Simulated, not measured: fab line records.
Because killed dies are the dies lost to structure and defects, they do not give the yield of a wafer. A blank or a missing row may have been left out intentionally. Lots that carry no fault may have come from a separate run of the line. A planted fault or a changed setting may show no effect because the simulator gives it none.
Comparing a struck lot with a sound one ; flow nand-harc ; 15 out of 1302 route steps
Sound: these wafers, L125.1, L125.2, L125.3. Wafers L117.1, L117.2, L117.4 were the ones struck. The cause is named last.
Order at every step that has rows: each side's tool, ch and its chambers, its first start. Under that, the readings that differ: sound wafers ; struck wafers ; difference of the means ; sigmas: that difference in standard deviations of wafers without a fault.
alike: words and numbers the same on both sides, and readings whose means are apart by under 2 such deviations; not compared: readings that were withheld, readings missing a value for some wafer, numbers with overlapping values and no deviation given by the record, and bounds like >300 which may hide the same value.
The two part at a step that has a row with sigmas, a row that says differs or no value, or rows on one side only. Non-overlapping numbers with no deviation appear without sigmas and do not part them. Lack of a reading on every wafer of one side parts them only where that side has two or more wafers.

first, 4 steps without rows for these wafers: NHARC_THIN_TSV_EBR_29; NHARC_THIN_TSV_EXPOSE_30 (exposes mask PAD); NHARC_THIN_TSV_PEB_31 (peb time 85 s); NHARC_THIN_TSV_DEVELOP_32 (time 70 s).
NHARC_THIN_TSV_CD_MEAS_33: target cd 5000 nm.
  sound on cd-sem-03 ch 0, day 32 19:19; struck on cd-sem-01 ch 0, day 28 14:28
  alike: cd-nm
then, 1 step without rows for these wafers: NHARC_THIN_TSV_HARDBAKE_34 (time 80 s).
NHARC_THIN_TSV_DESCUM_35: chemistry O2, time 3 s.
  sound on rie-diel-01 ch 0,1,3, day 32 19:29; struck on rie-diel-07 ch 0,1,3, day 28 14:38
  alike: drypump-motor-current-A, oes-product-au, rf-hours-counter-h, rf-vpp-V, showerhead-plenum-p-Torr, throttle-valve-pct
NHARC_THIN_TSV_ETCH_59: etches the open film in Cl2/BCl3, target depth 880 nm, time 138.1 s.
  sound on rie-metal-01 ch 0,1, day 32 19:38; struck on rie-metal-01 ch 0,1, day 28 14:45
  alike: bias-w, drypump-motor-current-A, mfc-cl2-sccm, oes-product-au, throttle-valve-pct
  not compared: rf-hours-counter-h
NHARC_THIN_TSV_ETCH_36: etches the open film in Cl2/BCl3, target depth 65 nm, time 18.571 s.
  sound on rie-metal-01 ch 0,1, day 32 19:53; struck on rie-metal-01 ch 0,1, day 28 15:01
  alike: drypump-motor-current-A, oes-product-au
  not compared: rf-hours-counter-h
NHARC_THIN_TSV_STRIP_56: strips in O2.
  sound on plasma-asher-02 ch 0,1, day 32 19:59; struck on plasma-asher-01 ch 0,1, day 28 15:07
  alike: drypump-motor-current-A, heater-power-w
  not compared: rf-hours-counter-h
then, 1 step without rows for these wafers: NHARC_THIN_TSV_STRIP_57 (strips in post etch residue remover, time 1200 s).
NHARC_THIN_TSV_CD_MEAS_37:
  struck on cd-sem-01, day 28 15:55; sound on cd-sem-01, day 32 20:47
  alike: cd-nm
NHARC_THIN_TSV_ANNEAL_58: time 1800 s.
  sound on furnace-02 ch 0, day 32 23:56; struck on furnace-07 ch 0, day 28 19:47
reading;sound;struck;difference;sigmas
spike-tc-bottom-C (C);425 423 424;441 440 440;+16;+5
spike-tc-centre-C (C);397.8 398.2 399.8;422.5 424.1 424.1;+25.0;+17
spike-tc-lower-C (C);400.9 402.1 400.8;425.4 425.1 424.9;+23.9;+26
spike-tc-top-C (C);429.0 429.7 429.0;452.2 450.2 449.7;+21.5;+15
spike-tc-upper-C (C);398.5 401.7 400.4;422.5 422.9 424.1;+23.0;+15
NHARC_THIN_TSV_INSPECT_40:
  struck on defect-inspect-02, day 28 21:14; sound on defect-inspect-02, day 33 01:23
  alike: raw-defect-count
NHARC_END_SORT_01:
  sound on prober-02 ch 0, day 33 04:29; struck on prober-01 ch 0, day 29 00:16
reading;sound;struck;difference;sigmas
killed-at-other;6 2 4;2 0 1;-3;-2
  alike: defect-limited-yield, killed-at-array, killed-at-periphery, killed-dies, killed-open, killed-short, sort_bin_2_pct, sort_bin_3_pct, sort_bin_4_pct, sort-n-pass, sort-rim-yield-pct, sort-yield-pct

== WHERE THEY PART ==
Last at NHARC_END_SORT_01 as far as this record goes, first at NHARC_THIN_TSV_ANNEAL_58.

WHY: whatever the simulator had introduced
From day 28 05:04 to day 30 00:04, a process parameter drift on furnace-07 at NHARC_THIN_TSV_ANNEAL_58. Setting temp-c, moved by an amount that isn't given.
